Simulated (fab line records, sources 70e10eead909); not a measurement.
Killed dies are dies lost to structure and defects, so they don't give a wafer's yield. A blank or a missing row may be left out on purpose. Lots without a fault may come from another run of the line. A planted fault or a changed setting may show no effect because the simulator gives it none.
fab line records | flow nand_harc
record lots=13 wafers=37 last_day=24
route steps=1159 shown A_BLC@975 END@1159
lots that met no fault: from a run of the same line without faults
start_h: hours from the record's first day to the start of the lot's first wafer shown | wait_h: hours since the lot's step before | " the same as in the row above | L1.1+2: a row that stands for several wafers | - no value, or no start given | * or withheld: withheld | < > ~ a bound
route shown NAME@n: a module of which the file shows steps, and the number in the route of the first | usual: mean/standard deviation of fault-free wafers | same: alike in all rows | chamber/n: place in a boat | sites: the reading at each site | _std_site: their standard deviation | _edge_site: outer sites' mean less inner sites' | radius_mm: how far each site lies from the wafer's centre | mask NAME#n: copy n | behind: the tool/chamber that last shaped the wafer | hold: why the lot was held/for how many hours/how that ended | device: the transistor (n, p or np) that didn't switch | end of line: the same wafers' tests at the end of the route | a step without rows: its recipe alone | killed: dies lost to structure and defects at the first sort, not the wafer's yield | map: a wafer's dies, x killed, . not, _ none there
set.NAME: the setting as run; set.NAME@STEP: as run at that earlier step | model.NAME: the simulator's own value behind a step, which no gauge read
steps of the route over a sample of lots; a table a step, a row a wafer
services: from which hour (start_h, from the record's first day; less than 0 if before it) a tool's chamber was out of use, for how many hours, and why
## steps
# step NHARC_A_BLC_OVL_MEAS_11
# usual overlay_x_nm=0.2/1.1 overlay_y_nm=0.3/0.87
# columns lot.wafer tool chamber start_h wait_h overlay_x_nm overlay_y_nm
L868.1 overlay-01 - 390.89 - 1.6 -0.5
L868.2 " - " " 1.4 -0.7
L868.3 " - " " 1.0 -0.3
L869.2 overlay-02 - 401.90 - -0.9 -0.2
L869.3 " - " " -0.7 -0.2
L869.5 " - " " -0.4 -0.9
L870.1 overlay-01 - 403.38 - -0.7 0.5
L870.2 " - " " -0.6 0.2
L870.3 " - " " -0.2 0.9
L874.1 overlay-02 - 419.65 - 1.2 -0.5
L874.2 " - " " 1.0 -0.2
L874.4 " - " " 1.3 -0.2
L873.2 overlay-02 - 420.81 - 0.3 0.9
L873.5 " - " " 0.5 0.9
L873.6 " - " " 0.3 0.5
L875.3 overlay-02 - 432.23 - -1.5 2.3
L875.5 " - " " -1.1 1.9
L875.6 " - " " -1.7 1.7
L876.1 overlay-02 - 444.94 - -1.7 0.6
L876.4 " - " " -1.5 1.4
L876.5 " - " " -1.4 1.1
L877.1 overlay-01 - 445.64 - 0.6 1.0
L877.5 " - " " 0.1 1.2
L877.6 " - " " 0.5 0.7
L879.2 overlay-01 - 464.53 - 0.8 -0.2
L879.3 " - " " 0.7 -0.4
L879.5 " - " " -0.1 -0.4
L886.1 overlay-01 - 492.52 - -0.5 -0.1
L886.4 " - " " 0.0 -0.4
L885.1 overlay-01 - 507.47 - 1.0 -0.1
L885.4 " - " " 0.9 0.1
L889.3 overlay-02 - 524.68 - -0.3 -0.2
L889.5 " - " " -0.4 -0.2
L889.6 " - " " -0.9 -0.7
L891.1 overlay-02 - 531.48 - 0.8 0.6
L891.2 " - " " 0.4 0.3
L891.3 " - " " 0.3 0.9
# step NHARC_A_BLC_ETCH_16
# recipe target_depth_a=390 over_etch_frac=0.3 time_s=65 ion_energy_ev=80 cf4_flow_sccm=150 ar_flow_sccm=0 rf_w=300 bias_w=100 chemistry=CF4
# usual drypump_motor_current_A=5.8/0.44 oes_product_au=1.000/0.0092 rf_vpp_V=151.2/0.97 showerhead_plenum_p_Torr=1.77/0.051 throttle_valve_pct=13.281/0.0084
# columns lot.wafer tool chamber start_h wait_h drypump_motor_current_A oes_product_au rf_hours_counter_h rf_vpp_V showerhead_plenum_p_Torr throttle_valve_pct
L868.3 rie_diel-10 2 391.08 0.1 5.5 0.992 4 152.1 1.77 13.292
L868.2 " 3 " " 6.0 0.990 4 150.5 1.70 13.268
L868.1 " 0 " " 5.8 1.000 3 150.0 1.72 13.274
L869.3 rie_diel-04 1 402.09 0.1 5.9 1.027 9 152.3 1.85 13.283
L869.2 " 2 " " 5.6 1.012 9 152.4 1.87 13.298
L869.5 " 3 " " 6.2 0.997 - 151.9 1.84 13.281
L870.1 rie_diel-10 1 403.57 0.1 6.1 0.999 4 150.7 1.75 13.278
L870.2 " 2 " " 5.5 0.995 5 150.5 1.77 13.273
L870.3 " 0 " " 5.8 0.992 5 150.2 1.72 13.287
L874.4 rie_diel-04 1 419.84 0.1 5.9 1.017 11 152.9 1.85 13.276
L874.2 " 3 " " 6.2 1.004 12 151.8 1.84 13.292
L874.1 " 0 " " 4.8 0.994 11 151.9 1.80 13.288
L873.2 rie_diel-10 2 421.10 0.2 5.5 0.978 7 150.8 1.77 13.290
L873.6 " 1 " " 6.1 0.999 - 151.2 1.75 13.272
L873.5 " 2 " " 5.5 0.985 - 150.7 1.77 13.289
L875.3 rie_diel-10 2 432.43 0.1 5.5 0.983 9 151.0 1.77 13.280
L875.5 " 0 " " 5.8 1.003 - 150.3 1.71 13.283
L875.6 " 1 " " 6.1 0.998 - 151.0 1.75 13.273
L876.4 rie_diel-10 2 445.16 0.1 5.5 0.991 10 152.1 1.77 13.274
L876.1 " 3 " " 6.0 0.988 10 151.8 1.70 13.278
L876.5 " 0 " " 5.9 0.999 - 150.4 1.71 13.279
L877.1 rie_diel-04 3 445.87 0.1 6.2 1.004 14 150.2 1.84 13.287
L877.5 " 0 " " 4.9 1.011 - 151.2 1.80 13.291
L877.6 " 1 " " 5.9 1.003 - 151.9 1.85 13.301
L879.2 rie_diel-10 2 464.72 0.1 5.6 0.992 12 150.2 1.77 13.275
L879.3 " 3 " " 6.0 0.990 11 149.6 1.69 13.279
L879.5 " 1 " " 6.1 1.011 - 150.8 1.75 13.284
L886.1 rie_diel-10 3 492.71 0.1 6.0 0.995 15 151.0 1.69 13.278
L886.4 " 0 " " 5.8 0.845 15 151.8 1.71 13.290
L885.4 rie_diel-10 3 507.66 0.1 6.0 0.842 17 149.1 1.69 13.274
L885.1 " 2 " " 5.5 1.003 18 151.2 1.77 13.282
L889.3 rie_diel-04 0 524.88 0.1 4.8 1.007 2 149.4 1.80 13.292
L889.5 " 1 " " 5.9 1.010 - 153.4 1.85 13.296
L889.6 " 3 " " 6.2 1.004 - 151.6 1.84 13.282
L891.1 rie_diel-04 3 531.67 0.1 6.2 1.017 5 151.5 1.84 13.269
L891.2 " 1 " " 5.9 1.005 6 151.6 1.85 13.295
L891.3 " 2 " " 5.7 0.989 5 153.0 1.87 13.277
# step NHARC_A_BLC_ETCH_17
# recipe target_depth_a=3900 over_etch_frac=0.25 time_s=609.38 ion_energy_ev=200 n2_flow_sccm=150 h2_flow_sccm=150 ar_flow_sccm=0 rf_w=400 bias_w=150 chemistry=N2/H2
# usual drypump_motor_current_A=5.8/0.43 oes_product_au=0.998/0.0099 rf_vpp_V=430.5/2 showerhead_plenum_p_Torr=2.04/0.067 throttle_valve_pct=14.171/0.008
# columns lot.wafer tool chamber start_h wait_h drypump_motor_current_A oes_product_au rf_hours_counter_h rf_vpp_V showerhead_plenum_p_Torr throttle_valve_pct
L868.2 rie_diel-10 0 - - 5.8 0.993 3 427.1 1.97 14.180
L868.3 " 1 " " 6.1 1.008 3 429.9 2.02 14.167
L868.1 " 2 " " 5.5 0.993 4 430.1 2.04 14.176
L869.3 rie_diel-04 1 - - 5.9 1.015 9 432.6 2.14 14.178
L869.2 " 2 " " 5.6 1.012 10 434.6 2.17 14.172
L869.5 " 1 " " 5.9 1.023 - 432.4 2.14 14.168
L870.3 rie_diel-10 3 - - 6.0 0.986 5 427.9 1.95 14.179
L870.1 " 0 " " 5.8 0.991 5 430.5 1.97 14.171
L870.2 " 1 " " 6.1 0.998 4 430.3 2.02 14.158
L874.1 rie_diel-04 0 - - 4.8 1.014 11 431.3 2.08 14.171
L874.4 " 1 " " 5.9 1.025 11 432.3 2.14 14.174
L874.2 " 3 " " 6.3 1.018 12 433.3 2.13 14.169
L873.2 rie_diel-10 2 - - 5.5 0.988 7 431.1 2.04 14.168
L873.5 " 1 " " 6.1 1.010 - 431.7 2.02 14.178
L873.6 " 2 " " 5.5 0.994 - 430.5 2.04 14.176
L875.3 rie_diel-10 1 - - 6.1 1.002 7 431.3 2.02 14.182
L875.5 " 1 " " 6.1 0.991 - 430.3 2.02 14.174
L875.6 " 2 " " 5.5 0.985 - 431.1 2.04 14.176
L876.1 rie_diel-10 2 - - 5.5 1.007 10 431.9 2.04 14.180
L876.4 " 0 " " 5.8 1.001 9 427.3 1.97 14.164
L876.5 " 2 " " 5.5 0.993 - 431.0 2.04 14.183
L877.1 rie_diel-04 3 - - 6.2 1.002 14 432.0 2.13 14.173
L877.5 " 2 " " 5.6 0.993 - 434.8 2.17 14.173
L877.6 " 3 " " 6.2 0.998 - 431.8 2.13 14.163
L879.3 rie_diel-10 1 - - 6.1 0.992 11 430.3 2.02 14.171
L879.2 " 2 " " 5.5 0.992 12 431.2 2.04 14.178
L879.5 " 1 " " 6.1 1.003 - 430.4 2.02 14.159
L886.4 rie_diel-10 2 - - 5.5 0.989 16 429.9 2.04 14.170
L886.1 " 3 " " 6.0 0.976 15 428.0 1.94 14.164
L885.4 rie_diel-10 1 - - 6.1 0.996 17 429.3 2.01 14.171
L885.1 " 3 " " 6.0 0.995 17 427.5 1.94 14.163
L889.3 rie_diel-04 3 - - 6.2 1.010 4 432.1 2.13 14.164
L889.5 " 3 " " 6.2 1.009 - 434.4 2.13 14.190
L889.6 " 0 " " 4.8 0.996 - 433.9 2.08 14.168
L891.1 rie_diel-04 2 - - 5.6 0.993 5 434.3 2.16 14.165
L891.2 " 3 " " 6.2 1.002 5 432.3 2.12 14.176
L891.3 " 0 " " 4.8 1.002 4 429.8 2.08 14.181
# step NHARC_A_BLC_DEGAS_30
# recipe temp_c=300 time_s=60
# usual heater_power_w=471/44
# columns lot.wafer tool chamber start_h wait_h heater_power_w
L868.3 pvd_sputter-02 - 392.57 - 527
L868.1 " - " " 428
L868.2 " - " " 564
L869.2 pvd_sputter-01 - 403.58 - 457
L869.3 " - " " 478
L869.5 " - " " 453
L870.2 pvd_sputter-02 - 405.06 - 447
L870.3 " - " " 508
L870.1 " - " " 438
L874.1 pvd_sputter-02 - 421.69 - 431
L874.4 " - " " 557
L874.2 " - " " 431
L873.2 pvd_sputter-02 - 422.61 - 436
L873.6 " - " " 502
L873.5 " - " " 421
L875.3 pvd_sputter-02 - 433.94 - 425
L875.5 " - " " 506
L875.6 " - " " 432
L876.4 pvd_sputter-01 - 446.70 - 490
L876.1 " - " " 399
L876.5 " - " " 475
L877.1 pvd_sputter-02 - 447.43 - 500
L877.5 " - " " 554
L877.6 " - " " 433
L879.2 pvd_sputter-02 - 466.22 - 519
L879.3 " - " " 436
L879.5 " - " " 438
L886.1 pvd_sputter-03 - 494.24 - 532
L886.4 " - " " 454
L885.1 pvd_sputter-03 - 509.15 - 540
L885.4 " - " " 457
L889.3 pvd_sputter-03 - 526.61 - 518
L889.5 " - " " 456
L889.6 " - " " 520
L891.2 pvd_sputter-01 - 533.17 - 447
L891.1 " - " " 478
L891.3 " - " " 425
# step NHARC_END_SORT_01
# recipe temp_c=25
# usual killed_at_array=26/10 killed_at_other=0.5/0.87 killed_at_periphery=3.0/2.5 killed_dies=29/11 killed_open=3.3/1.9 killed_short=1.8/1.5
# same gross_dies=677
# columns lot.wafer tool chamber start_h wait_h killed_at_array killed_at_other killed_at_periphery killed_dies killed_open killed_short
L886.1 prober-02 0 541.95 2.5 34 0 4 38 5 0
L886.4 prober-02 0 544.35 3.4 57 0 1 58 5 1
L885.1 prober-01 0 557.93 2.5 32 1 4 37 2 5
L885.4 prober-01 0 560.30 3.4 43 1 2 46 6 0
# killed by level:class
L886.1 A_SLIT:chamber_film_flake=18 A_CONTACT:chamber_film_flake=4 P_GATE:chamber_film_flake=3 A_CHANNEL_HOLE_D1:chamber_film_flake=3 A_SGD_CUT:geometric_particle:open=2 A_CONTACT:geometric_particle:open=2 A_STAIRCASE:chamber_film_flake=2 A_WL_FILL:chamber_film_flake=2
L886.4 A_BLC:area_etch=32 A_SLIT:chamber_film_flake=12 A_CHANNEL_HOLE_D1:chamber_film_flake=3 A_ONON_D1:geometric_particle:open=2 A_CONTACT:chamber_film_flake=2 A_CONTACT:geometric_particle:open=2 A_STAIRCASE:chamber_film_flake=2 P_GATE:geometric_particle:open=1
L885.1 A_CHANNEL_HOLE_D1:chamber_film_flake=20 A_STAIRCASE:chamber_film_flake=4 A_CONTACT:chamber_film_flake=4 P_GATE:geometric_particle:short=1 P_CONTACT:geometric_particle:short=1 P_M0:geometric_particle:short=1 A_SOURCE_PLATE:geometric_particle:open=1 A_STAIRCASE:geometric_particle:short=1
L885.4 A_CHANNEL_HOLE_D1:chamber_film_flake=15 A_BLC:area_etch=13 A_CONTACT:chamber_film_flake=7 A_CONTACT:geometric_particle:open=2 A_STAIRCASE:chamber_film_flake=2 P_M0:geometric_particle:open=1 A_ONON_D1:geometric_particle:open=1 A_SGD_CUT:geometric_particle:open=1
## services
# columns tool chamber start_h hours kind
pvd_sputter-01 - 368.83 10.0 pm
pvd_sputter-03 - 370.71 28.2 repair
rie_diel-10 0 387.01 - clean
rie_diel-10 1 387.01 - clean
rie_diel-10 2 387.01 - clean
rie_diel-10 3 387.01 - clean
pvd_sputter-02 - 393.43 10.0 pm
rie_diel-10 0 411.51 - clean
rie_diel-10 1 411.51 - clean
rie_diel-10 2 411.51 - clean
rie_diel-10 3 411.51 - clean
pvd_sputter-02 - 420.11 0.6 repair
rie_diel-10 1 434.23 1.6 repair
rie_diel-10 0 436.01 - clean
pvd_sputter-02 - 446.17 0.8 repair
pvd_sputter-03 - 458.00 10.0 pm
rie_diel-04 - 465.99 9.0 pm
pvd_sputter-02 - 467.44 6.9 repair
rie_diel-04 0 488.83 14.5 repair
pvd_sputter-02 - 507.50 2.0 repair
rie_diel-04 3 513.05 4.0 repair
pvd_sputter-01 - 521.16 2.6 repair
rie_diel-04 2 522.93 7.4 repair
rie_diel-10 - 530.51 9.0 pm
## key
first_sign step=NHARC_A_BLC_ETCH_16 reading=oes_product_au direction=down sigmas=17 usual=1.000 struck=0.844
more_kills_born_at NHARC_A_BLC_ETCH_16@rie_diel-10=45
met_at NHARC_A_BLC_ETCH_16
struck_lots L885,L886
struck_wafers L885.4,L886.4
tester_left_out L885,L886
not_acting_at NHARC_A_BLC_OVL_MEAS_11,NHARC_A_BLC_ETCH_17,NHARC_A_BLC_DEGAS_30
onset_between 464.72 492.71
fault kind=process_parameter_drift tool=rie_diel-10 chamber=- onset_h=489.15 steps=NHARC_A_BLC_ETCH_16 channel=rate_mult offset=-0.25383 shape=step end_h=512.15 scope=struck_wafers_only
# tester_left_out: of these lots the tester's yield and bins aren't shown, on N5 and GAA mostly nor the transistor test; their killed dies are dies lost to structure and defects alone, not to doping, threshold or leakage, so they don't give the yield
